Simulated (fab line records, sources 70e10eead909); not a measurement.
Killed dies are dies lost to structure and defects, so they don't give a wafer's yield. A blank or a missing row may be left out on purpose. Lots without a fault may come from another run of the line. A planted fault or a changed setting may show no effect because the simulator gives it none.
fab line records | flow nand_harc
record lots=12 wafers=36 last_day=25
route steps=1159 shown P_GATE@138 END@1159
lots that met no fault: from a run of the same line without faults
start_h: hours from the record's first day to the start of the lot's first wafer shown | wait_h: hours since the lot's step before | " the same as in the row above | L1.1+2: a row that stands for several wafers | - no value, or no start given | * or withheld: withheld | < > ~ a bound
route shown NAME@n: a module of which the file shows steps, and the number in the route of the first | usual: mean/standard deviation of fault-free wafers | same: alike in all rows | chamber/n: place in a boat | sites: the reading at each site | _std_site: their standard deviation | _edge_site: outer sites' mean less inner sites' | radius_mm: how far each site lies from the wafer's centre | mask NAME#n: copy n | behind: the tool/chamber that last shaped the wafer | hold: why the lot was held/for how many hours/how that ended | device: the transistor (n, p or np) that didn't switch | end of line: the same wafers' tests at the end of the route | a step without rows: its recipe alone | killed: dies lost to structure and defects at the first sort, not the wafer's yield | map: a wafer's dies, x killed, . not, _ none there
set.NAME: the setting as run; set.NAME@STEP: as run at that earlier step | model.NAME: the simulator's own value behind a step, which no gauge read
steps of the route over a sample of lots; a table a step, a row a wafer
services: from which hour (start_h, from the record's first day; less than 0 if before it) a tool's chamber was out of use, for how many hours, and why
## steps
# step NHARC_P_GATE_EXPOSE_23
# recipe na=1.35 target_cd_nm=120 dose_mj=93.91 mask_id=P_GATE
# usual exposure_dose_mJ_cm2=93.90/0.092
# columns lot.wafer tool chamber start_h wait_h mask exposure_dose_mJ_cm2
L448.1 arfi_scanner-02 0 81.37 - P_GATE#0 93.78
L448.5 " 0 " " P_GATE#0 93.86
L448.6 " 0 " " P_GATE#0 93.74
L449.1 arfi_scanner-03 0 90.54 - P_GATE#0 93.83
L449.2 " 0 " " P_GATE#0 94.13
L449.3 " 0 " " P_GATE#0 93.92
L451.1 arfi_scanner-03 0 107.07 - P_GATE#0 93.81
L451.2 " 0 " " P_GATE#0 93.86
L451.6 " 0 " " P_GATE#0 93.83
L453.2 arfi_scanner-03 0 113.24 - P_GATE#0 93.99
L453.3 " 0 " " P_GATE#0 93.83
L453.6 " 0 " " P_GATE#0 93.83
L452.3 arfi_scanner-01 0 113.40 - P_GATE#0 94.16
L452.4 " 0 " " P_GATE#0 93.95
L452.6 " 0 " " P_GATE#0 93.90
L455.3 arfi_scanner-01 0 128.87 - P_GATE#0 93.72
L455.4 " 0 " " P_GATE#0 93.78
L455.6 " 0 " " P_GATE#0 93.90
L456.1 arfi_scanner-02 0 142.20 - P_GATE#0 93.94
L456.2 " 0 " " P_GATE#0 93.94
L456.5 " 0 " " P_GATE#0 93.96
L457.1 arfi_scanner-02 0 148.58 - P_GATE#0 91.84
L457.2 " 0 " " P_GATE#0 91.84
L457.5 " 0 " " P_GATE#0 91.69
L461.1 arfi_scanner-03 0 166.25 - P_GATE#0 93.94
L461.2 " 0 " " P_GATE#0 93.87
L461.3 " 0 " " P_GATE#0 94.01
L463.3 arfi_scanner-02 0 187.70 - P_GATE#0 91.76
L463.5 " 0 " " P_GATE#0 91.76
L463.6 " 0 " " P_GATE#0 91.62
L467.1 arfi_scanner-01 0 202.54 - P_GATE#0 93.77
L467.3 " 0 " " P_GATE#0 93.87
L467.4 " 0 " " P_GATE#0 93.81
L471.1 arfi_scanner-01 0 230.82 - P_GATE#0 94.01
L471.3 " 0 " " P_GATE#0 93.88
L471.4 " 0 " " P_GATE#0 93.86
# step NHARC_P_GATE_ETCH_32
# recipe target_depth_a=1500 over_etch_frac=1 over_etch_ion_energy_ev=40 time_s=100.1 hbr_flow_sccm=150 cl2_flow_sccm=50 rf_w=400 icp_w=400 bias_w=100 chemistry=HBr/Cl2
# usual drypump_motor_current_A=5.9/0.4 oes_product_au=0.999/0.013 throttle_valve_pct=26.407/0.009
# same over_etch_frac=1
# columns lot.wafer tool chamber start_h wait_h drypump_motor_current_A oes_product_au rf_hours_counter_h throttle_valve_pct
L448.1 rie_si-06 0 82.58 - 6.2 1.010 0.7 26.392
L448.5 " 1 " " 5.4 0.978 - 26.418
L448.6 " 2 " " 6.0 1.018 - 26.406
L449.3 rie_si-01 3 91.81 - 6.3 0.999 1.2 26.427
L449.2 " 0 " " 5.2 0.993 1.3 26.396
L449.1 " 1 " " 6.0 1.004 1.4 26.411
L451.1 rie_si-01 0 108.09 - 5.3 1.000 1.4 26.392
L451.2 " 2 " " 6.6 0.998 1.4 26.409
L451.6 " 0 " " 5.3 0.998 - 26.414
L452.4 rie_si-06 3 114.25 - 5.9 0.990 1.0 26.398
L452.3 " 1 " " 5.3 0.979 0.8 26.418
L452.6 " 0 " " 6.2 1.013 - 26.391
L453.2 rie_si-03 1 114.30 - 5.3 1.003 1.2 26.394
L453.3 " 3 " " 6.2 1.009 1.0 26.420
L453.6 " 1 " " 5.3 1.025 - 26.401
L455.3 rie_si-06 0 129.68 - 6.2 1.011 1.0 26.412
L455.4 " 1 " " 5.3 0.979 0.9 26.411
L455.6 " 3 " " 5.8 0.985 - 26.425
L456.2 rie_si-06 1 143.00 - 5.3 0.984 1.0 26.401
L456.1 " 3 " " 5.9 0.992 1.3 26.388
L456.5 " 0 " " 6.2 1.012 - 26.385
L457.2 rie_si-03 3 149.43 - 6.2 1.013 1.3 26.407
L457.1 " 0 " " 5.5 0.998 1.4 26.416
L457.5 " 3 " " 6.2 1.019 - 26.404
L461.1 rie_si-03 0 167.37 - 5.5 0.990 0.0 26.393
L461.2 " 2 " " 6.2 1.010 0.0 26.402
L461.3 " 3 " " 6.2 1.007 0.0 26.405
L463.3 rie_si-01 1 188.60 - 6.0 1.004 0.5 26.399
L463.5 " 1 " " 6.0 0.991 - 26.397
L463.6 " 2 " " 6.6 0.995 - 26.410
L467.4 rie_si-03 0 203.68 - 5.5 0.994 0.5 26.403
L467.1 " 1 " " 5.3 0.995 0.5 26.421
L467.3 " 3 " " 6.2 0.992 0.4 26.399
L471.3 rie_si-03 2 231.67 - 6.2 0.999 0.6 26.400
L471.4 " 3 " " 6.2 0.987 0.6 26.415
L471.1 " 0 " " 5.5 0.989 0.8 26.414
# step NHARC_P_GATE_ETCHBACK_37
# recipe target_depth_a=345 time_s=17.2 chf3_flow_sccm=50 o2_flow_sccm=10 ar_flow_sccm=200 rf_w=500 bias_w=200 chemistry=CHF3/O2
# usual drypump_motor_current_A=5.7/0.31 oes_product_au=0.95/0.035 rf_vpp_V=370.9/2 showerhead_plenum_p_Torr=2.42/0.081 throttle_valve_pct=20.571/0.009
# columns lot.wafer tool chamber start_h wait_h drypump_motor_current_A oes_product_au rf_hours_counter_h rf_vpp_V showerhead_plenum_p_Torr throttle_valve_pct
L448.1 rie_diel-13 1 - - 5.6 1.00 28 372.8 2.53 20.573
L448.6 " 2 " " 5.8 1.00 - 371.4 2.39 20.571
L448.5 " 3 " " 5.9 0.99 - 368.8 2.44 20.573
L449.2 rie_diel-01 2 - - 5.2 0.95 49 370.8 2.49 20.573
L449.1 " 3 " " 6.6 1.01 37 373.5 2.53 20.585
L449.3 " 0 " " 5.8 0.95 51 372.6 2.51 20.585
L451.2 rie_diel-13 0 - - 5.7 0.92 2 367.0 2.24 20.577
L451.1 " 1 " " 5.6 0.93 2 374.3 2.52 20.575
L451.6 " 0 " " 5.7 0.92 - 367.8 2.24 20.574
L453.3 rie_diel-13 1 - - 5.5 0.92 3 373.8 2.52 20.570
L453.2 " 2 " " 5.8 0.99 1 369.3 2.39 20.568
L453.6 " 0 " " 5.7 0.93 - 367.4 2.24 20.570
L452.3 rie_diel-06 2 - - 5.9 0.90 19 370.3 2.40 20.578
L452.4 " 0 " " 5.6 0.90 17 370.7 2.42 20.582
L452.6 " 2 " " 5.9 0.91 - 369.2 2.40 20.567
L455.4 rie_diel-13 2 - - 5.8 0.92 3 371.7 2.39 20.563
L455.3 " 1 " " 5.5 0.93 5 371.6 2.52 20.547
L455.6 " 2 " " 5.8 0.93 - 369.7 2.39 20.572
L456.2 rie_diel-06 3 - - 6.4 0.91 27 369.4 2.38 20.576
L456.1 " 0 " " 5.6 0.90 25 371.6 2.42 20.579
L456.5 " 3 " " 6.4 0.92 - 369.1 2.38 20.565
L457.2 rie_diel-13 0 - - 5.7 0.92 8 366.8 2.24 20.585
L457.1 " 1 " " 5.6 0.93 8 372.4 2.52 20.572
L457.5 " 3 " " 5.8 0.93 - 372.2 2.44 20.554
L461.3 rie_diel-13 2 - - 5.8 0.93 10 370.2 2.39 20.581
L461.1 " 3 " " 5.8 0.92 10 371.6 2.44 20.560
L461.2 " 1 " " 5.6 0.93 12 374.6 2.52 20.568
L463.3 rie_diel-13 1 - - 5.5 0.94 - 373.3 2.52 20.555
L463.5 " 2 " " 5.8 0.92 - 371.2 2.39 20.579
L463.6 " 1 " " 5.6 0.93 - 372.4 2.52 20.566
L467.3 rie_diel-13 2 - - 5.8 1.01 19 370.6 2.39 20.575
L467.4 " 0 " " 5.7 0.99 12 365.7 2.24 20.584
L467.1 " 1 " " 5.6 1.02 20 371.6 2.52 20.576
L471.1 rie_diel-01 1 - - 5.0 1.02 40 371.0 2.36 20.582
L471.4 " 2 " " 5.2 0.99 40 372.5 2.47 20.571
L471.3 " 3 " " 6.6 1.00 41 373.4 2.51 20.552
# step NHARC_P_GATE_STRIP_101
# recipe time_s=20 o2_flow_sccm=500 ar_flow_sccm=0 bias_w=0 chemistry=O2
# usual drypump_motor_current_A=5.7/0.31 oes_product_au=0.999/0.013 rf_vpp_V=57.9/0.88 showerhead_plenum_p_Torr=3.55/0.12 throttle_valve_pct=17.037/0.0097
# columns lot.wafer tool chamber start_h wait_h drypump_motor_current_A oes_product_au rf_hours_counter_h rf_vpp_V showerhead_plenum_p_Torr throttle_valve_pct
L448.1 rie_diel-13 1 93.07 0.1 5.5 1.003 28 59.0 3.71 17.032
L448.6 " 2 " " 5.8 1.008 - 57.0 3.52 17.031
L448.5 " 3 " " 5.9 0.988 - 58.5 3.59 17.038
L449.3 rie_diel-01 0 102.23 0.1 5.8 1.024 51 58.0 3.68 17.035
L449.1 " 1 " " 5.0 0.997 49 56.7 3.49 17.032
L449.2 " 2 " " 5.2 1.019 49 58.3 3.66 17.052
L451.2 rie_diel-13 0 118.50 0.1 5.7 1.003 2 58.1 3.30 17.051
L451.1 " 1 " " 5.5 1.009 2 58.1 3.70 17.051
L451.6 " 0 " " 5.7 0.998 - 57.3 3.30 17.037
L453.3 rie_diel-13 2 124.85 0.1 5.9 0.989 1 57.9 3.52 17.037
L453.2 " 1 " " 5.6 1.009 3 59.0 3.70 17.030
L453.6 " 0 " " 5.6 1.005 - 56.3 3.30 17.047
L452.4 rie_diel-06 1 126.88 0.1 5.1 1.006 17 58.2 3.52 17.072
L452.3 " 0 " " 5.6 0.966 17 58.2 3.55 17.050
L452.6 " 1 " " 5.0 1.005 - 57.7 3.52 17.038
L455.3 rie_diel-13 3 140.00 0.1 5.8 0.989 4 58.4 3.58 17.044
L455.4 " 1 " " 5.6 0.999 5 57.7 3.70 17.022
L455.6 " 2 " " 5.9 0.991 - 56.8 3.52 17.055
L456.1 rie_diel-06 1 156.01 0.4 5.1 0.991 24 57.1 3.52 17.040
L456.2 " 0 " " 5.7 0.965 25 58.3 3.55 17.045
L456.5 " 1 " " 5.1 1.007 - 57.4 3.52 17.033
L457.1 rie_diel-13 2 159.81 0.1 5.8 1.011 6 57.6 3.51 17.024
L457.2 " 3 " " 5.9 1.007 6 58.4 3.58 17.026
L457.5 " 1 " " 5.6 1.003 - 59.1 3.70 17.041
L461.3 rie_diel-13 3 177.80 0.1 5.9 1.006 10 60.6 3.58 17.033
L461.1 " 1 " " 5.6 1.006 12 58.3 3.70 17.029
L461.2 " 2 " " 5.9 1.015 10 57.9 3.51 17.029
L463.3 rie_diel-13 2 199.12 0.1 5.8 0.999 - 56.9 3.51 17.031
L463.5 " 1 " " 5.6 1.009 - 59.9 3.70 17.030
L463.6 " 2 " " 5.8 0.996 - 58.3 3.51 17.038
L467.4 rie_diel-13 1 214.29 0.1 5.6 1.017 20 57.3 3.69 17.025
L467.3 " 3 " " 5.9 0.998 16 59.8 3.58 17.052
L467.1 " 0 " " 5.7 0.982 12 56.6 3.30 17.042
L471.4 rie_diel-01 2 242.11 0.1 5.2 1.014 40 57.5 3.63 17.035
L471.1 " 3 " " 6.6 0.995 41 57.2 3.69 17.049
L471.3 " 0 " " 5.8 0.983 42 58.6 3.65 17.039
# step NHARC_END_SORT_01
# recipe temp_c=25
# usual killed_at_array=29/10 killed_at_other=0.7/1.1 killed_at_periphery=3.3/2.4 killed_dies=33/11 killed_open=3.3/2 killed_short=1.9/1.3
# same gross_dies=677
# columns lot.wafer tool chamber start_h wait_h killed_at_array killed_at_other killed_at_periphery killed_dies killed_open killed_short
L449.1 prober-02 0 435.16 2.5 32 3 3 38 4 3
L449.2 prober-02 0 435.97 2.8 37 0 2 39 2 4
L449.3 prober-02 0 436.78 3.1 29 0 0 29 0 0
L448.1 prober-02 0 445.50 2.5 22 0 5 27 4 2
L448.5 prober-02 0 448.69 3.7 11 0 5 16 3 1
L448.6 prober-02 0 449.48 4.0 23 1 4 28 6 2
L451.1 prober-01 0 445.51 2.5 21 0 4 25 2 4
L451.2 prober-01 0 446.31 2.8 26 0 2 28 4 5
L451.6 prober-01 0 449.50 4.0 18 0 2 20 2 1
L453.2 prober-01 0 454.12 2.8 29 0 3 32 6 3
L453.3 prober-01 0 454.93 3.1 22 0 3 25 3 3
L453.6 prober-01 0 457.36 4.0 31 0 3 34 3 3
L452.3 prober-02 0 473.59 3.1 8 1 3 12 5 0
L452.4 prober-02 0 474.41 3.4 15 1 0 16 3 1
L452.6 prober-02 0 476.03 4.1 11 2 3 16 5 1
L455.3 prober-01 0 481.91 3.1 37 0 0 37 3 2
L455.4 prober-01 0 482.70 3.4 43 0 3 46 4 3
L455.6 prober-01 0 484.28 4.0 37 0 2 39 3 0
L457.1 prober-02 0 498.08 2.5 26 0 0 26 8 3
L457.2 prober-02 0 498.90 2.8 17 1 5 23 7 2
L457.5 prober-02 0 501.34 3.8 19 0 2 21 7 2
L456.1 prober-02 0 505.97 2.5 33 1 4 38 4 2
L456.2 prober-02 0 506.75 2.8 29 0 2 31 5 2
L456.5 prober-02 0 509.11 3.6 26 1 3 30 2 1
L461.1 prober-02 0 540.65 2.5 35 2 5 42 4 4
L461.2 prober-02 0 541.45 2.8 29 1 12 42 1 1
L461.3 prober-02 0 542.24 3.1 26 0 4 30 3 0
L463.3 prober-01 0 559.36 3.1 16 0 5 21 3 2
L463.5 prober-01 0 560.96 3.7 14 1 6 21 6 2
L463.6 prober-01 0 561.77 4.0 13 0 0 13 2 1
L467.1 prober-01 0 574.35 2.5 20 0 5 25 4 2
L467.3 prober-01 0 575.95 3.1 8 1 1 10 2 0
L467.4 prober-01 0 576.76 3.4 15 1 0 16 2 2
L471.1 prober-01 0 592.75 2.5 35 0 1 36 3 1
L471.3 prober-01 0 594.37 3.1 30 0 6 36 4 3
L471.4 prober-01 0 595.18 3.4 38 0 1 39 2 2
# killed by level:class
L449.1 A_CHANNEL_HOLE_D1:chamber_film_flake=15 A_SLIT:chamber_film_flake=6 A_CONTACT:chamber_film_flake=3 A_WL_FILL:chamber_film_flake=2 THIN_TSV:chamber_film_flake=2 P_STI:geometric_particle:open=1 P_GATE:geometric_particle:open=1 A_ONON_D1:geometric_particle:open=1
L449.2 A_CHANNEL_HOLE_D1:chamber_film_flake=12 A_SLIT:chamber_film_flake=12 A_CONTACT:geometric_particle:short=3 A_WL_FILL:chamber_film_flake=3 A_BONDPAD:chamber_film_flake=2 P_M0:geometric_particle:open=1 A_WL_FILL:geometric_particle:short=1 A_CONTACT:geometric_particle:open=1
L449.3 A_CHANNEL_HOLE_D1:chamber_film_flake=11 A_SLIT:chamber_film_flake=11 A_WL_FILL:chamber_film_flake=3 A_CONTACT:chamber_film_flake=2 A_STAIRCASE:chamber_film_flake=2
L448.1 A_SLIT:chamber_film_flake=10 A_CONTACT:chamber_film_flake=4 P_ZERO_WELL:chamber_film_flake=3 A_STAIRCASE:chamber_film_flake=2 A_CHANNEL_HOLE_D1:chamber_film_flake=2 P_GATE:geometric_particle:open=1 P_M2:geometric_particle:short=1 A_CHANNEL_FILL_D1:geometric_particle:open=1
L451.1 A_SLIT:chamber_film_flake=9 A_CHANNEL_FILL_D1:chamber_film_flake=3 A_M0:geometric_particle:short=2 P_GATE:chamber_film_flake=2 A_CHANNEL_HOLE_D1:chamber_film_flake=2 P_M1:geometric_particle:short=1 A_SGD_CUT:geometric_particle:open=1 A_WL_FILL:geometric_particle:open=1
L451.2 A_SLIT:chamber_film_flake=13 A_BLC:geometric_particle:short=2 A_CHANNEL_HOLE_D1:chamber_film_flake=2 A_SOURCE_PLATE:geometric_particle:short=1 A_ONON_D1:geometric_particle:short=1 A_CHANNEL_FILL_D1:geometric_particle:short=1 A_WL_FILL:geometric_particle:open=1 A_CONTACT:geometric_particle:open=1
L448.5 P_ZERO_WELL:chamber_film_flake=5 A_SLIT:chamber_film_flake=5 A_CONTACT:geometric_particle:open=2 A_ONON_D1:geometric_particle:short=1 A_M0:geometric_particle:open=1 A_CONTACT:chamber_film_flake=1 A_BONDPAD:chamber_film_flake=1
L448.6 A_SLIT:chamber_film_flake=8 A_STAIRCASE:chamber_film_flake=4 A_CONTACT:chamber_film_flake=3 P_ZERO_WELL:chamber_film_flake=2 P_CONTACT:geometric_particle:open=1 A_ONON_D1:geometric_particle:short=1 A_CHANNEL_FILL_D1:geometric_particle:open=1 A_STAIRCASE:geometric_particle:open=1
L451.6 A_SLIT:chamber_film_flake=8 A_CHANNEL_FILL_D1:chamber_film_flake=4 A_CONTACT:chamber_film_flake=3 P_CONTACT:geometric_particle:open=1 A_SGD_CUT:geometric_particle:open=1 A_M0:geometric_particle:short=1 P_GATE:chamber_film_flake=1 A_STAIRCASE:chamber_film_flake=1
L453.2 A_CHANNEL_HOLE_D1:chamber_film_flake=20 A_ONON_D1:geometric_particle:open=2 A_ONON_D1:geometric_particle:short=2 A_STAIRCASE:chamber_film_flake=2 P_ZERO_WELL:geometric_particle:open=1 P_GATE:geometric_particle:open=1 P_GATE:geometric_particle:short=1 A_CHANNEL_FILL_D1:geometric_particle:open=1
L453.3 A_CHANNEL_HOLE_D1:chamber_film_flake=12 A_STAIRCASE:chamber_film_flake=4 P_M0:geometric_particle:short=1 P_M0:geometric_particle:open=1 A_SGD_CUT:geometric_particle:open=1 A_WL_FILL:geometric_particle:open=1 A_WL_FILL:geometric_particle:short=1 A_M0:geometric_particle:short=1
L453.6 A_CHANNEL_HOLE_D1:chamber_film_flake=20 A_STAIRCASE:chamber_film_flake=5 P_GATE:geometric_particle:open=2 A_WL_FILL:chamber_film_flake=2 P_GATE:geometric_particle:short=1 A_SOURCE_PLATE:geometric_particle:short=1 A_CHANNEL_FILL_D1:geometric_particle:open=1 A_CHANNEL_FILL_D1:geometric_particle:short=1
L452.3 A_CHANNEL_HOLE_D1:chamber_film_flake=3 A_CONTACT:chamber_film_flake=2 P_CONTACT:geometric_particle:open=1 P_M0:geometric_particle:open=1 A_WL_FILL:geometric_particle:open=1 A_CONTACT:geometric_particle:open=1 A_M1:geometric_particle:open=1 P_GATE:chamber_film_flake=1
L452.4 A_CHANNEL_HOLE_D1:chamber_film_flake=3 A_CONTACT:chamber_film_flake=3 A_BLC:chamber_film_flake=2 A_ONON_D1:geometric_particle:open=1 A_CHANNEL_FILL_D1:geometric_particle:open=1 A_CONTACT:geometric_particle:short=1 A_BLC:geometric_particle:open=1 A_ZERO_WELL:chamber_film_flake=1
L452.6 A_CONTACT:chamber_film_flake=4 A_CONTACT:geometric_particle:open=3 THIN_TSV:chamber_film_flake=2 P_M1:geometric_particle:short=1 A_SGD_CUT:geometric_particle:open=1 A_M1:geometric_particle:open=1 P_GATE:chamber_film_flake=1 P_M1:chamber_film_flake=1
L455.3 A_CHANNEL_HOLE_D1:chamber_film_flake=15 A_SLIT:chamber_film_flake=11 A_STAIRCASE:chamber_film_flake=3 A_CHANNEL_FILL_D1:geometric_particle:open=2 A_CONTACT:chamber_film_flake=2 A_ONON_D1:geometric_particle:open=1 A_WL_FILL:geometric_particle:short=1 A_BLC:geometric_particle:short=1
L455.4 A_CHANNEL_HOLE_D1:chamber_film_flake=21 A_SLIT:chamber_film_flake=11 A_STAIRCASE:chamber_film_flake=4 P_CONTACT:geometric_particle:open=1 P_M2:geometric_particle:short=1 A_ONON_D1:geometric_particle:open=1 A_CHANNEL_FILL_D1:geometric_particle:short=1 A_SGD_CUT:geometric_particle:open=1
L455.6 A_CHANNEL_HOLE_D1:chamber_film_flake=17 A_SLIT:chamber_film_flake=10 A_CONTACT:chamber_film_flake=6 A_BLC:geometric_particle:open=2 A_STAIRCASE:chamber_film_flake=2 P_M1:geometric_particle:open=1 P_STI:chamber_film_flake=1
L457.1 A_STAIRCASE:chamber_film_flake=8 A_CONTACT:geometric_particle:open=3 A_CHANNEL_HOLE_D1:chamber_film_flake=3 A_CHANNEL_HOLE_D1:geometric_particle:open=2 A_WL_FILL:geometric_particle:short=2 A_M0:geometric_particle:open=2 A_WL_FILL:geometric_particle:open=1 A_CONTACT:geometric_particle:short=1
L457.2 A_STAIRCASE:chamber_film_flake=6 A_CONTACT:chamber_film_flake=4 P_CONTACT:geometric_particle:open=3 A_CONTACT:geometric_particle:open=2 A_CHANNEL_HOLE_D1:chamber_film_flake=2 P_CONTACT:geometric_particle:short=1 P_M1:geometric_particle:open=1 A_ONON_D1:geometric_particle:open=1
L457.5 A_CONTACT:chamber_film_flake=4 A_CHANNEL_HOLE_D1:chamber_film_flake=3 A_STAIRCASE:chamber_film_flake=3 A_WL_FILL:geometric_particle:open=2 A_M0:geometric_particle:open=2 P_CONTACT:geometric_particle:open=1 A_SGD_CUT:geometric_particle:open=1 A_WL_FILL:geometric_particle:short=1
L456.1 A_CHANNEL_HOLE_D1:chamber_film_flake=20 A_STAIRCASE:chamber_film_flake=4 A_CONTACT:chamber_film_flake=3 P_STI:chamber_film_flake=2 P_CONTACT:geometric_particle:open=1 A_CHANNEL_HOLE_D1:geometric_particle:open=1 A_M0:geometric_particle:open=1 A_M0:geometric_particle:short=1
L456.2 A_CHANNEL_HOLE_D1:chamber_film_flake=19 A_CONTACT:chamber_film_flake=4 P_GATE:geometric_particle:open=1 P_M0:geometric_particle:open=1 A_CHANNEL_FILL_D1:geometric_particle:open=1 A_WL_FILL:geometric_particle:open=1 A_WL_FILL:geometric_particle:short=1 A_CONTACT:geometric_particle:open=1
L456.5 A_CHANNEL_HOLE_D1:chamber_film_flake=18 A_CONTACT:chamber_film_flake=5 A_STAIRCASE:chamber_film_flake=2 P_GATE:geometric_particle:open=1 P_CONTACT:geometric_particle:open=1 A_ONON_D1:geometric_particle:short=1 P_STI:chamber_film_flake=1 HYBRID_BOND:chamber_film_flake=1
L461.1 A_CHANNEL_HOLE_D1:chamber_film_flake=19 A_ZERO_WELL:chamber_film_flake=4 A_CONTACT:chamber_film_flake=3 A_STAIRCASE:chamber_film_flake=3 THIN_TSV:chamber_film_flake=2 P_CONTACT:geometric_particle:short=1 P_M2:geometric_particle:short=1 A_SOURCE_PLATE:geometric_particle:open=1
L461.2 A_CHANNEL_HOLE_D1:chamber_film_flake=22 P_GATE:chamber_film_flake=6 A_CONTACT:chamber_film_flake=4 P_M1:chamber_film_flake=2 A_STAIRCASE:chamber_film_flake=2 P_GATE:geometric_particle:open=1 P_GATE:geometric_particle:short=1 P_ZERO_WELL:chamber_film_flake=1
L461.3 A_CHANNEL_HOLE_D1:chamber_film_flake=21 A_CONTACT:chamber_film_flake=2 P_CONTACT:geometric_particle:open=1 P_M0:geometric_particle:open=1 A_WL_FILL:geometric_particle:open=1 P_GATE:chamber_film_flake=1 P_M1:chamber_film_flake=1 A_ZERO_WELL:chamber_film_flake=1
L463.3 A_CHANNEL_HOLE_D1:chamber_film_flake=6 P_M2:chamber_film_flake=3 A_CONTACT:chamber_film_flake=3 A_SGD_CUT:chamber_film_flake=2 P_CONTACT:geometric_particle:open=1 A_ONON_D1:geometric_particle:open=1 A_WL_FILL:geometric_particle:short=1 A_M0:geometric_particle:short=1
L463.5 P_M2:chamber_film_flake=3 A_CHANNEL_HOLE_D1:chamber_film_flake=3 A_CONTACT:chamber_film_flake=3 A_CONTACT:geometric_particle:open=2 A_SGD_CUT:chamber_film_flake=2 P_CONTACT:geometric_particle:open=1 P_M0:geometric_particle:open=1 A_CHANNEL_FILL_D1:geometric_particle:open=1
L463.6 A_CHANNEL_HOLE_D1:chamber_film_flake=6 A_CONTACT:chamber_film_flake=2 A_WL_FILL:geometric_particle:short=1 A_BLC:geometric_particle:open=1 A_M0:geometric_particle:open=1 A_SGD_CUT:chamber_film_flake=1 A_SLIT:chamber_film_flake=1
L467.1 A_CHANNEL_HOLE_D1:chamber_film_flake=7 A_CONTACT:chamber_film_flake=5 A_SLIT:chamber_film_flake=4 P_ZERO_WELL:chamber_film_flake=2 P_GATE:geometric_particle:open=1 P_CONTACT:geometric_particle:short=1 P_CONTACT:geometric_particle:open=1 A_WL_FILL:geometric_particle:short=1
L467.3 A_CHANNEL_HOLE_D1:chamber_film_flake=4 A_CONTACT:geometric_particle:open=2 A_SLIT:chamber_film_flake=2 P_BONDPAD:chamber_film_flake=1 THIN_TSV:chamber_film_flake=1
L467.4 A_CHANNEL_HOLE_D1:chamber_film_flake=5 A_CONTACT:chamber_film_flake=3 A_ONON_D1:geometric_particle:short=2 A_SLIT:chamber_film_flake=2 A_ONON_D1:geometric_particle:open=1 A_CONTACT:geometric_particle:open=1 A_STAIRCASE:chamber_film_flake=1 THIN_TSV:chamber_film_flake=1
L471.1 A_SLIT:chamber_film_flake=16 A_CHANNEL_HOLE_D1:chamber_film_flake=9 A_CONTACT:chamber_film_flake=4 A_CHANNEL_HOLE_D1:geometric_particle:short=1 A_SGD_CUT:geometric_particle:open=1 A_WL_FILL:geometric_particle:open=1 A_CONTACT:geometric_particle:open=1 P_GATE:chamber_film_flake=1
L471.3 A_SLIT:chamber_film_flake=14 A_CHANNEL_HOLE_D1:chamber_film_flake=9 P_CONTACT:geometric_particle:open=2 A_CHANNEL_FILL_D1:chamber_film_flake=2 P_GATE:geometric_particle:short=1 P_M1:geometric_particle:short=1 A_SOURCE_PLATE:geometric_particle:short=1 A_SOURCE_PLATE:geometric_particle:open=1
L471.4 A_SLIT:chamber_film_flake=18 A_CHANNEL_HOLE_D1:chamber_film_flake=8 A_CHANNEL_FILL_D1:chamber_film_flake=3 A_ZERO_WELL:chamber_film_flake=2 A_STAIRCASE:chamber_film_flake=2 A_ONON_D1:geometric_particle:open=1 A_ONON_D1:geometric_particle:short=1 A_CHANNEL_HOLE_D1:geometric_particle:short=1
## services
# columns tool chamber start_h hours kind
rie_diel-06 - 64.22 9.0 pm
arfi_scanner-02 - 67.26 0.9 repair
rie_diel-01 3 73.30 19.1 repair
arfi_scanner-02 - 78.52 1.1 repair
arfi_scanner-02 - 84.00 4.0 pm
rie_diel-13 - 99.03 9.0 pm
rie_si-06 0 100.06 11.6 repair
rie_diel-13 2 113.36 9.5 repair
rie_diel-01 2 122.17 4.6 repair
rie_diel-13 3 124.27 5.6 repair
arfi_scanner-03 - 124.62 1.6 repair
rie_diel-01 1 132.81 3.8 repair
rie_diel-01 - 137.80 9.0 pm
arfi_scanner-03 - 140.00 4.0 pm
arfi_scanner-02 - 145.99 0.8 repair
rie_si-03 - 155.00 9.0 pm
arfi_scanner-02 - 168.33 0.5 repair
arfi_scanner-03 - 170.43 0.8 repair
arfi_scanner-01 - 175.65 0.9 repair
rie_diel-13 0 175.66 35.2 repair
rie_si-06 - 183.00 9.0 pm
rie_si-03 0 191.66 1.7 repair
rie_diel-13 3 195.00 8.4 repair
rie_diel-13 2 230.15 8.7 repair
## key
first_sign step=NHARC_P_GATE_EXPOSE_23 reading=exposure_dose_mJ_cm2 direction=down sigmas=23 usual=93.90 struck=91.75
effect none on later readings
met_at NHARC_P_GATE_EXPOSE_23
struck_lots L457,L463
tester_left_out L457,L463
not_acting_at NHARC_P_GATE_ETCH_32,NHARC_P_GATE_ETCHBACK_37,NHARC_P_GATE_STRIP_101
onset_between 142.20 148.58
fault kind=process_parameter_drift tool=arfi_scanner-02 chamber=- onset_h=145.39 steps=NHARC_P_GATE_EXPOSE_23 channel=dose_mj offset=-2.1566 shape=step acts_in=these_recipes_only stated=93.91
# tester_left_out: of these lots the tester's yield and bins aren't shown, on N5 and GAA mostly nor the transistor test; their killed dies are dies lost to structure and defects alone, not to doping, threshold or leakage, so they don't give the yield
